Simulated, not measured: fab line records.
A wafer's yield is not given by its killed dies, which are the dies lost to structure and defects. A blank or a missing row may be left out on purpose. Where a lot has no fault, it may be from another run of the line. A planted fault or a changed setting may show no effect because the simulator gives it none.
fab line records + flow nand_harc
record
- lots=14
- wafers=42
- last_day=34
route steps=1302 shown A_STAIRCASE@716
lots untouched by any fault: they come from a run of this same line in which no faults occurred
start_h: hours from the record's first day to the start of the lot's first wafer shown + wait_h: hours since the lot's step before + " identical to the entry in the row above + L1.1+2: one row covering several wafers at once + - no value, or no start given + * or withheld: withheld + < > ~ a bound
route shown NAME@n: NAME is a module with steps in the file, n the number in the route of the first one + usual: the fault-free wafers' mean and standard deviation + same: alike in all rows + chamber/n: place in a boat + sites: per-site readings + _std_site: their standard deviation + _edge_site: inner sites' mean taken away from outer sites' mean + radius_mm: how far each site lies from the wafer's centre + mask NAME#n: copy n + behind: the last tool/chamber to shape the wafer + hold: why the lot went on hold/how many hours it stayed there/how the hold came to an end + device: the transistor (n, p or np) that didn't switch + end of line: at the end of the route, the tests of the same wafers + step lacking rows: just its recipe + killed: count of dies lost to structure and defects at first sort (not the wafer's yield) + map: a wafer's dies, x killed, . not, _ none there
set.NAME: the setting as run; set.NAME@STEP: as run at that earlier step + model.NAME: the simulator's own value behind a step, which no gauge read
route steps across a sampled set of lots; one table per step, one row per wafer
services: when a tool's chamber went out of use (start_h, in hours from the record's first day, below 0 if earlier), for how many hours, and the reason
## steps
# step NHARC_A_STAIRCASE_TRIM_202
# recipe
- time_s=211.2
- o2_flow_sccm=500
- ar_flow_sccm=0
- bias_w=0
- chemistry=O2
# usual
- drypump_motor_current_A=5.7/0.49
- mfc_ar_sccm=0.005/0.0071
- o2_flow_sccm=499.9/1.6
- oes_product_au=1.004/0.012
- rf_vpp_V=57.7/0.88
- showerhead_plenum_p_Torr=3.54/0.16
- throttle_valve_pct=17.036/0.0091
| lot.wafer | tool        | chamber | start_h | wait_h | drypump_motor_current_A | mfc_ar_sccm | o2_flow_sccm | oes_product_au | rf_hours_counter_h | rf_vpp_V | showerhead_plenum_p_Torr | throttle_valve_pct |
|-----------|-------------|---------|---------|--------|-------------------------|-------------|--------------|----------------|--------------------|----------|--------------------------|--------------------|
| L854.2    | rie_diel-05 | 2       | -       | -      | 6.7                     | 0           | 498.8        | 1.013          | 46                 | 58.3     | 3.49                     | 17.043             |
| L854.4    | "           | 2       | "       | "      | 6.7                     | 0           | 500.2        | 1.011          | -                  | 59.4     | 3.49                     | 17.038             |
| L854.5    | "           | 0       | "       | "      | 5.4                     | 0           | 500.1        | 1.003          | -                  | 57.6     | 3.59                     | 17.034             |
| L856.2    | rie_diel-05 | 1       | -       | -      | 5.3                     | 0           | 502.5        | 1.019          | 51                 | 57.2     | 3.39                     | 17.025             |
| L856.3    | "           | 2       | "       | "      | 6.7                     | 0           | 501.7        | 0.994          | 54                 | 57.4     | 3.48                     | 17.032             |
| L856.1    | "           | 0       | "       | "      | 5.4                     | 0           | 502.4        | 0.998          | 51                 | 57.0     | 3.59                     | 17.023             |
| L858.2    | rie_diel-09 | 3       | -       | -      | 5.8                     | 0.018       | 502.1        | 1.014          | 19                 | 57.6     | 3.56                     | 17.031             |
| L858.4    | "           | 0       | "       | "      | 6.0                     | 0           | 499.9        | 1.017          | 21                 | 57.9     | 3.37                     | 17.044             |
| L858.6    | "           | 2       | "       | "      | 6.1                     | 0.020       | 498.1        | 0.986          | -                  | 58.8     | 3.76                     | 17.044             |
| L859.2    | rie_diel-12 | 0       | -       | -      | 6.1                     | 0           | 497.0        | 0.998          | 47                 | 58.2     | 3.72                     | 17.034             |
| L859.1    | "           | 1       | "       | "      | 5.2                     | 0           | 501.0        | 1.017          | 49                 | 57.5     | 3.78                     | 17.031             |
| L859.4    | "           | 2       | "       | "      | 5.7                     | 0.009       | 499.6        | 1.022          | 45                 | 57.0     | 3.60                     | 17.035             |
| L860.1    | rie_diel-12 | 2       | -       | -      | 5.7                     | 0.009       | 498.2        | 1.016          | 46                 | 57.8     | 3.60                     | 17.032             |
| L860.2    | "           | 3       | "       | "      | 5.1                     | 0.010       | 500.2        | 1.017          | 38                 | 57.6     | 3.36                     | 17.030             |
| L860.6    | "           | 1       | "       | "      | 5.1                     | 0           | 502.0        | 1.027          | -                  | 59.0     | 3.78                     | 17.036             |
| L861.4    | rie_diel-09 | 1       | -       | -      | 6.2                     | 0           | 498.2        | 1.025          | 36                 | 57.6     | 3.72                     | 17.051             |
| L861.1    | "           | 2       | "       | "      | 6.1                     | 0.020       | 501.2        | 0.984          | 37                 | 56.6     | 3.75                     | 17.032             |
| L861.3    | "           | 0       | "       | "      | 6.0                     | 0           | 498.5        | 1.012          | 33                 | 56.7     | 3.37                     | 17.046             |
| L862.4    | rie_diel-12 | 1       | -       | -      | 5.2                     | 0           | 500.0        | 1.017          | 55                 | 58.8     | 3.78                     | 17.039             |
| L862.5    | "           | 1       | "       | "      | 5.2                     | 0           | 501.6        | 1.012          | -                  | 59.8     | 3.78                     | 17.043             |
| L862.6    | "           | 2       | "       | "      | 5.6                     | 0.009       | 501.3        | 1.016          | -                  | 56.9     | 3.59                     | 17.034             |
| L863.3    | rie_diel-05 | 3       | -       | -      | 5.3                     | 0.009       | 497.8        | 0.986          | 12                 | 57.5     | 3.38                     | 17.037             |
| L863.5    | "           | 0       | "       | "      | 5.4                     | 0           | 499.8        | 1.018          | -                  | 58.0     | 3.58                     | 17.032             |
| L863.6    | "           | 1       | "       | "      | 5.3                     | 0           | 499.6        | 0.992          | -                  | 58.8     | 3.38                     | 17.041             |
| L866.3    | rie_diel-12 | 2       | -       | -      | 5.6                     | 0.009       | 497.8        | 1.006          | 9                  | 57.5     | 3.59                     | 17.030             |
| L866.1    | "           | 0       | "       | "      | 6.0                     | 0           | 501.6        | 1.008          | 11                 | 58.1     | 3.71                     | 17.032             |
| L866.6    | "           | 3       | "       | "      | 5.1                     | 0.010       | 499.6        | 1.014          | -                  | 57.0     | 3.35                     | 17.031             |
| L868.3    | rie_diel-09 | 2       | -       | -      | 6.1                     | 0.020       | 499.4        | 0.994          | 4                  | 58.3     | 3.74                     | 17.048             |
| L868.1    | "           | 0       | "       | "      | 6.0                     | 0           | 501.4        | 1.012          | 3                  | 57.5     | 3.35                     | 17.035             |
| L868.4    | "           | 1       | "       | "      | 6.3                     | 0           | 499.7        | 1.001          | 3                  | 58.1     | 3.71                     | 17.033             |
| L870.1    | rie_diel-12 | 3       | -       | -      | 5.1                     | 0.010       | 498.6        | 1.021          | 24                 | 58.3     | 3.34                     | 17.029             |
| L870.2    | "           | 0       | "       | "      | 6.1                     | 0           | 501.4        | 0.997          | 20                 | 58.0     | 3.71                     | 17.040             |
| L870.6    | "           | 3       | "       | "      | 5.1                     | 0.010       | 499.3        | 1.011          | -                  | 57.3     | 3.34                     | 17.044             |
| L872.4    | rie_diel-09 | 1       | -       | -      | 6.2                     | 0           | 500.5        | 0.985          | 21                 | 58.6     | 3.70                     | 17.031             |
| L872.1    | "           | 2       | "       | "      | 6.1                     | 0.020       | 499.1        | 0.989          | 20                 | 57.7     | 3.73                     | 17.056             |
| L872.2    | "           | 3       | "       | "      | 5.8                     | 0.018       | 500.4        | 0.979          | 16                 | 56.9     | 3.53                     | 17.046             |
| L873.3    | rie_diel-12 | 3       | -       | -      | 5.1                     | 0.010       | 499.4        | 1.018          | 30                 | 56.5     | 3.34                     | 17.024             |
| L873.5    | "           | 2       | "       | "      | 5.7                     | 0.009       | 499.2        | 1.012          | -                  | 57.2     | 3.57                     | 17.050             |
| L873.4    | "           | 1       | "       | "      | 5.2                     | 0           | 499.8        | 1.023          | -                  | 59.7     | 3.76                     | 17.046             |
| L877.2    | rie_diel-05 | 1       | -       | -      | 5.3                     | 0           | 498.8        | 1.004          | 1                  | 57.6     | 3.35                     | 17.032             |
| L877.4    | "           | 1       | "       | "      | 5.3                     | 0           | 501.0        | 1.001          | -                  | 57.4     | 3.35                     | 17.025             |
| L877.6    | "           | 2       | "       | "      | 6.7                     | 0           | 499.6        | 1.003          | -                  | 57.8     | 3.45                     | 17.029             |
# step NHARC_A_STAIRCASE_ETCH_203
# recipe
- target_depth_a=1000
- time_s=40.5
- ion_energy_ev=400
- c4f8_flow_sccm=20
- o2_flow_sccm=10
- ar_flow_sccm=withheld
- rf_w=600
- bias_w=1000
- chemistry=C4F8/O2
# usual
- oes_product_au=0.944/0.014
- rf_fwd_power_W=592.5/2.8
- rf_vpp_V=896/5.7
| lot.wafer | tool        | chamber | start_h | wait_h | oes_product_au | rf_fwd_power_W | rf_hours_counter_h | rf_vpp_V |
|-----------|-------------|---------|---------|--------|----------------|----------------|--------------------|----------|
| L854.2    | rie_diel-05 | 0       | -       | -      | 0.941          | 592.9          | 44                 | 898      |
| L854.5    | "           | 1       | "       | "      | 0.965          | 591.4          | -                  | 891      |
| L854.4    | "           | 0       | "       | "      | 0.941          | 591.8          | -                  | 898      |
| L856.3    | rie_diel-05 | 1       | -       | -      | 0.960          | 590.1          | 51                 | 891      |
| L856.1    | "           | 2       | "       | "      | 0.941          | 591.8          | 55                 | 894      |
| L856.2    | "           | 0       | "       | "      | 0.955          | 590.5          | 51                 | 898      |
| L858.2    | rie_diel-09 | 1       | -       | -      | 0.966          | 596.9          | 25                 | 903      |
| L858.4    | "           | 2       | "       | "      | 0.943          | 589.6          | 23                 | 905      |
| L858.6    | "           | 3       | "       | "      | 0.947          | 593.5          | -                  | 898      |
| L859.4    | rie_diel-12 | 1       | -       | -      | 0.949          | 594.3          | 49                 | 906      |
| L859.1    | "           | 3       | "       | "      | 0.946          | 594.6          | 38                 | 891      |
| L859.2    | "           | 0       | "       | "      | 0.918          | 593.4          | 48                 | 902      |
| L860.1    | rie_diel-12 | 1       | -       | -      | 0.952          | 594.4          | 49                 | 905      |
| L860.2    | "           | 2       | "       | "      | 0.954          | 592.2          | 46                 | 898      |
| L860.6    | "           | 0       | "       | "      | 0.931          | 588.2          | -                  | 904      |
| L861.1    | rie_diel-09 | 0       | -       | -      | 0.968          | 588.9          | 33                 | 890      |
| L861.3    | "           | 2       | "       | "      | 0.930          | 591.8          | 37                 | 904      |
| L861.4    | "           | 3       | "       | "      | 0.974          | 590.0          | 34                 | 898      |
| L862.4    | rie_diel-12 | 0       | -       | -      | 0.930          | 593.1          | 54                 | 905      |
| L862.6    | "           | 1       | "       | "      | 0.935          | 592.4          | -                  | 906      |
| L862.5    | "           | 2       | "       | "      | 0.936          | 596.2          | -                  | 900      |
| L863.3    | rie_diel-05 | 1       | -       | -      | 0.928          | 594.0          | 13                 | 891      |
| L863.5    | "           | 2       | "       | "      | 0.949          | 591.3          | -                  | 893      |
| L863.6    | "           | 3       | "       | "      | 0.928          | 593.3          | -                  | 890      |
| L866.3    | rie_diel-12 | 1       | -       | -      | 0.958          | 593.7          | 11                 | 905      |
| L866.1    | "           | 2       | "       | "      | 0.939          | 596.0          | 9                  | 899      |
| L866.6    | "           | 1       | "       | "      | 0.959          | 592.5          | -                  | 903      |
| L868.4    | rie_diel-09 | 2       | -       | -      | 0.940          | 589.0          | 4                  | 903      |
| L868.1    | "           | 0       | "       | "      | 0.962          | 589.1          | 3                  | 890      |
| L868.3    | "           | 1       | "       | "      | 0.952          | 595.1          | 3                  | 903      |
| L870.2    | rie_diel-12 | 0       | -       | -      | 0.938          | 591.2          | 20                 | 902      |
| L870.1    | "           | 3       | "       | "      | 0.928          | 594.7          | 24                 | 887      |
| L870.6    | "           | 1       | "       | "      | 0.941          | 592.4          | -                  | 903      |
| L872.1    | rie_diel-09 | 2       | -       | -      | 0.938          | 590.5          | 20                 | 905      |
| L872.4    | "           | 3       | "       | "      | 0.917          | 591.4          | 16                 | 896      |
| L872.2    | "           | 0       | "       | "      | 0.946          | 587.3          | 18                 | 889      |
| L873.3    | rie_diel-12 | 3       | -       | -      | 0.935          | 593.4          | 30                 | 889      |
| L873.5    | "           | 2       | "       | "      | 0.941          | 593.9          | -                  | 897      |
| L873.4    | "           | 3       | "       | "      | 0.947          | 594.9          | -                  | 890      |
| L877.2    | rie_diel-05 | 3       | -       | -      | 0.932          | 597.9          | 1                  | 891      |
| L877.4    | "           | 1       | "       | "      | 0.938          | 593.8          | -                  | 890      |
| L877.6    | "           | 3       | "       | "      | 0.934          | 596.8          | -                  | 889      |
# step NHARC_A_STAIRCASE_STRIP_205
# recipe
- power_w=1500
- temp_c=250
- chemistry=O2
# usual
- drypump_motor_current_A=5.7/0.37
- heater_power_w=333/35
| lot.wafer | tool            | chamber | start_h | wait_h | drypump_motor_current_A | heater_power_w | rf_hours_counter_h |
|-----------|-----------------|---------|---------|--------|-------------------------|----------------|--------------------|
| L854.2    | plasma_asher-02 | 0       | 358.69  | 0.1    | 6.0                     | 313            | 24                 |
| L854.4    | "               | 0       | "       | "      | 6.0                     | 310            | -                  |
| L854.5    | "               | 1       | "       | "      | 5.2                     | 287            | -                  |
| L856.2    | plasma_asher-01 | 0       | 382.09  | 0.1    | 5.3                     | 372            | 7                  |
| L856.1    | "               | 1       | "       | "      | 6.1                     | 340            | 7                  |
| L856.3    | "               | 1       | "       | "      | 6.1                     | 360            | -                  |
| L858.2    | plasma_asher-01 | 0       | 391.97  | 0.1    | 5.4                     | 370            | 10                 |
| L858.4    | "               | 1       | "       | "      | 6.1                     | 349            | -                  |
| L858.6    | "               | 0       | "       | "      | 5.4                     | 380            | -                  |
| L859.1    | plasma_asher-02 | 0       | 414.79  | 0.1    | 6.0                     | 323            | 34                 |
| L859.2    | "               | 1       | "       | "      | 5.2                     | 284            | 34                 |
| L859.4    | "               | 1       | "       | "      | 5.3                     | 289            | -                  |
| L860.2    | plasma_asher-01 | 1       | 414.82  | 0.1    | 6.1                     | 339            | 15                 |
| L860.1    | "               | 0       | "       | "      | 5.3                     | 381            | 15                 |
| L860.6    | "               | 1       | "       | "      | 6.1                     | 352            | -                  |
| L861.1    | plasma_asher-02 | 1       | 425.96  | 0.1    | 5.3                     | 297            | 35                 |
| L861.3    | "               | 1       | "       | "      | 5.3                     | 296            | -                  |
| L861.4    | "               | 0       | "       | "      | 6.0                     | 309            | -                  |
| L862.4    | plasma_asher-01 | 1       | 434.15  | 0.2    | 6.1                     | 348            | -                  |
| L862.6    | "               | 0       | "       | "      | 5.4                     | 374            | -                  |
| L862.5    | "               | 1       | "       | "      | 6.1                     | 355            | -                  |
| L863.3    | plasma_asher-01 | 1       | 447.87  | 0.2    | 6.1                     | 349            | -                  |
| L863.5    | "               | 1       | "       | "      | 6.1                     | 348            | -                  |
| L863.6    | "               | 0       | "       | "      | 5.3                     | 369            | -                  |
| L866.1    | plasma_asher-02 | 1       | 489.37  | 0.1    | 5.3                     | 282            | 10                 |
| L866.3    | "               | 1       | "       | "      | 5.3                     | 287            | -                  |
| L866.6    | "               | 0       | "       | "      | 6.0                     | 310            | -                  |
| L868.1    | plasma_asher-01 | 0       | 514.20  | 0.1    | 5.4                     | 369            | 36                 |
| L868.4    | "               | 0       | "       | "      | 5.3                     | 375            | -                  |
| L868.3    | "               | 1       | "       | "      | 6.1                     | 346            | -                  |
| L870.2    | plasma_asher-02 | 0       | 529.74  | 0.1    | 6.0                     | 315            | 20                 |
| L870.1    | "               | 1       | "       | "      | 5.3                     | 290            | 20                 |
| L870.6    | "               | 0       | "       | "      | 6.0                     | 314            | -                  |
| L872.2    | plasma_asher-02 | 1       | 545.55  | 0.1    | 5.3                     | 286            | 24                 |
| L872.1    | "               | 0       | "       | "      | 6.0                     | 315            | 24                 |
| L872.4    | "               | 1       | "       | "      | 5.3                     | 292            | -                  |
| L873.3    | plasma_asher-01 | 1       | 549.42  | 0.2    | 6.1                     | 352            | -                  |
| L873.4    | "               | 0       | "       | "      | 5.4                     | 402            | -                  |
| L873.5    | "               | 0       | "       | "      | 5.4                     | 407            | -                  |
| L877.2    | plasma_asher-02 | 0       | 600.88  | 0.1    | 6.0                     | 323            | 38                 |
| L877.4    | "               | 1       | "       | "      | 5.3                     | 286            | -                  |
| L877.6    | "               | 0       | "       | "      | 6.0                     | 316            | -                  |
# step NHARC_A_STAIRCASE_ETCH_230
# recipe
- target_depth_a=1000
- time_s=40.5
- ion_energy_ev=400
- c4f8_flow_sccm=20
- o2_flow_sccm=10
- ar_flow_sccm=withheld
- rf_w=600
- bias_w=1000
- chemistry=C4F8/O2
# usual
- oes_product_au=0.957/0.02
- rf_fwd_power_W=593.0/2.6
- rf_vpp_V=896/5.9
| lot.wafer | tool        | chamber | start_h | wait_h | oes_product_au | rf_fwd_power_W | rf_hours_counter_h | rf_vpp_V |
|-----------|-------------|---------|---------|--------|----------------|----------------|--------------------|----------|
| L854.2    | rie_diel-12 | 1       | 362.59  | -      | 0.981          | 593.4          | 30                 | 905      |
| L854.4    | "           | 2       | "       | "      | 0.992          | 594.2          | 30                 | 900      |
| L854.5    | "           | 0       | "       | "      | 0.956          | 593.4          | -                  | 904      |
| L856.3    | rie_diel-12 | 3       | 384.93  | -      | 0.989          | 594.8          | 28                 | 891      |
| L856.1    | "           | 0       | "       | "      | 0.962          | 591.1          | 37                 | 903      |
| L856.2    | "           | 1       | "       | "      | 0.985          | 593.4          | 38                 | 906      |
| L858.2    | rie_diel-12 | 3       | 394.74  | -      | 0.969          | 595.8          | 30                 | 890      |
| L858.4    | "           | 0       | "       | "      | 0.936          | 588.5          | 42                 | 903      |
| L858.6    | "           | 0       | "       | "      | 0.928          | 590.4          | -                  | 904      |
| L859.1    | rie_diel-12 | 2       | 417.61  | -      | 0.963          | 592.3          | 47                 | 898      |
| L859.2    | "           | 3       | "       | "      | 0.961          | 596.9          | 38                 | 890      |
| L859.4    | "           | 0       | "       | "      | 0.938          | 593.0          | 48                 | 903      |
| L860.2    | rie_diel-12 | 3       | 422.41  | -      | 0.995          | 593.7          | 40                 | 888      |
| L860.1    | "           | 0       | "       | "      | 0.965          | 594.1          | 49                 | 903      |
| L860.6    | "           | 2       | "       | "      | 0.971          | 595.1          | -                  | 899      |
| L861.4    | rie_diel-05 | 0       | 428.68  | -      | 0.968          | 593.3          | 7                  | 896      |
| L861.1    | "           | 2       | "       | "      | 0.945          | 589.1          | 1                  | 894      |
| L861.3    | "           | 3       | "       | "      | 0.956          | 595.8          | 7                  | 892      |
| L862.4    | rie_diel-12 | 2       | 436.85  | -      | 0.969          | 597.1          | 52                 | 898      |
| L862.6    | "           | 2       | "       | "      | 0.981          | 597.0          | -                  | 898      |
| L862.5    | "           | 3       | "       | "      | 0.963          | 592.7          | -                  | 890      |
| L863.3    | rie_diel-05 | 0       | 450.75  | -      | 0.958          | 593.3          | 14                 | 898      |
| L863.6    | "           | 0       | "       | "      | 0.961          | 592.1          | -                  | 897      |
| L863.5    | "           | 1       | "       | "      | 0.937          | 590.9          | -                  | 891      |
| L866.3    | rie_diel-12 | 2       | 492.58  | -      | 0.949          | 592.2          | 10                 | 898      |
| L866.1    | "           | 0       | "       | "      | 0.959          | 591.0          | 12                 | 902      |
| L866.6    | "           | 2       | "       | "      | 0.933          | 593.6          | -                  | 898      |
| L868.4    | rie_diel-12 | 1       | 517.24  | -      | 0.998          | 593.0          | 18                 | 904      |
| L868.3    | "           | 2       | "       | "      | 0.966          | 593.5          | 19                 | 897      |
| L868.1    | "           | 0       | "       | "      | 0.990          | 590.5          | 18                 | 903      |
| L870.2    | rie_diel-12 | 0       | 532.43  | -      | 0.940          | 588.0          | 21                 | 902      |
| L870.1    | "           | 1       | "       | "      | 1.193          | 838.3          | 21                 | 903      |
| L870.6    | "           | 3       | "       | "      | 0.958          | 593.8          | -                  | 889      |
| L872.1    | rie_diel-05 | 2       | 548.37  | -      | 0.995          | 591.1          | 37                 | 892      |
| L872.2    | "           | 3       | "       | "      | 0.955          | 593.1          | 43                 | 893      |
| L872.4    | "           | 1       | "       | "      | 0.953          | 587.8          | 45                 | 890      |
| L873.3    | rie_diel-12 | 1       | 552.10  | -      | 1.222          | 832.1          | 28                 | 905      |
| L873.5    | "           | 3       | "       | "      | 0.967          | 591.9          | -                  | 889      |
| L873.4    | "           | 1       | "       | "      | 1.209          | 833.0          | -                  | 903      |
| L877.2    | rie_diel-05 | 3       | 603.89  | -      | 0.937          | 595.3          | 2                  | 891      |
| L877.4    | "           | 1       | "       | "      | 0.946          | 588.6          | -                  | 890      |
| L877.6    | "           | 3       | "       | "      | 0.941          | 596.1          | -                  | 890      |
## services
| tool            | chamber | start_h | hours | kind   |
|-----------------|---------|---------|-------|--------|
| rie_diel-12     | 3       | 338.90  | 21.6  | repair |
| plasma_asher-01 | -       | 342.11  | 9.0   | pm     |
| rie_diel-05     | 3       | 343.92  | 16.0  | repair |
| plasma_asher-02 | -       | 363.25  | 6.3   | repair |
| rie_diel-09     | 3       | 369.41  | 2.4   | repair |
| plasma_asher-02 | -       | 396.78  | 1.3   | repair |
| rie_diel-05     | -       | 406.60  | 9.0   | pm     |
| plasma_asher-02 | -       | 426.24  | 9.0   | pm     |
| rie_diel-09     | 2       | 436.62  | 4.4   | repair |
| rie_diel-12     | -       | 446.93  | 9.0   | pm     |
| rie_diel-12     | 0       | 476.15  | 8.5   | repair |
| plasma_asher-02 | -       | 494.51  | 6.6   | repair |
| rie_diel-09     | -       | 497.12  | 9.0   | pm     |
| plasma_asher-01 | -       | 519.19  | 9.0   | pm     |
| rie_diel-05     | 1       | 526.54  | 6.4   | repair |
| plasma_asher-01 | -       | 538.97  | 2.6   | repair |
| rie_diel-05     | -       | 541.85  | 0.6   | repair |
| rie_diel-09     | 3       | 542.58  | 2.1   | repair |
| rie_diel-05     | -       | 544.38  | 0.7   | repair |
| rie_diel-12     | -       | 551.43  | 0.1   | repair |
| plasma_asher-01 | -       | 572.59  | 17.6  | repair |
| rie_diel-05     | -       | 583.60  | 9.0   | pm     |
| rie_diel-05     | 0       | 598.63  | 27.0  | repair |
| plasma_asher-02 | -       | 603.24  | 9.0   | pm     |
## key
first_sign
- step=NHARC_A_STAIRCASE_ETCH_230
- reading=rf_fwd_power_W
- direction=up
- sigmas=92
- usual=*
- struck=*
effect
- step=NHARC_A_STAIRCASE_ETCH_230
- reading=oes_product_au
- direction=up
- sigmas=13
- usual=0.957
- struck=1.208
met_at NHARC_A_STAIRCASE_ETCH_230
struck_lots L870,L873
struck_wafers L870.1,L873.3,L873.4
later_rows_left_out L870.1,L873.3,L873.4
sort_left_out L870.1,L873.3,L873.4
tester_left_out L870,L873
not_acting_at NHARC_A_STAIRCASE_TRIM_202,NHARC_A_STAIRCASE_ETCH_203,NHARC_A_STAIRCASE_STRIP_205
onset_between 517.24 532.43
fault
- kind=process_parameter_drift
- tool=rie_diel-12
- chamber=1
- onset_h=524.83
- steps=NHARC_A_STAIRCASE_ETCH_230
- channel=rf_w
- offset=*
- shape=step
- end_h=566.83
- acts_in=*
- stated=*
# tester_left_out: of these lots the tester's yield and bins aren't shown, on N5 and GAA mostly nor the transistor test; their killed dies are dies lost to structure and defects alone, not to doping, threshold or leakage, so they don't give the yield
# sort_left_out: the simulated sort isn't trusted on such a fault, so these wafers' sort isn't shown, and their yield isn't known
# later_rows_left_out: the simulator's readings of these wafers behind a module that went badly wrong aren't trusted and aren't shown, but for the sort
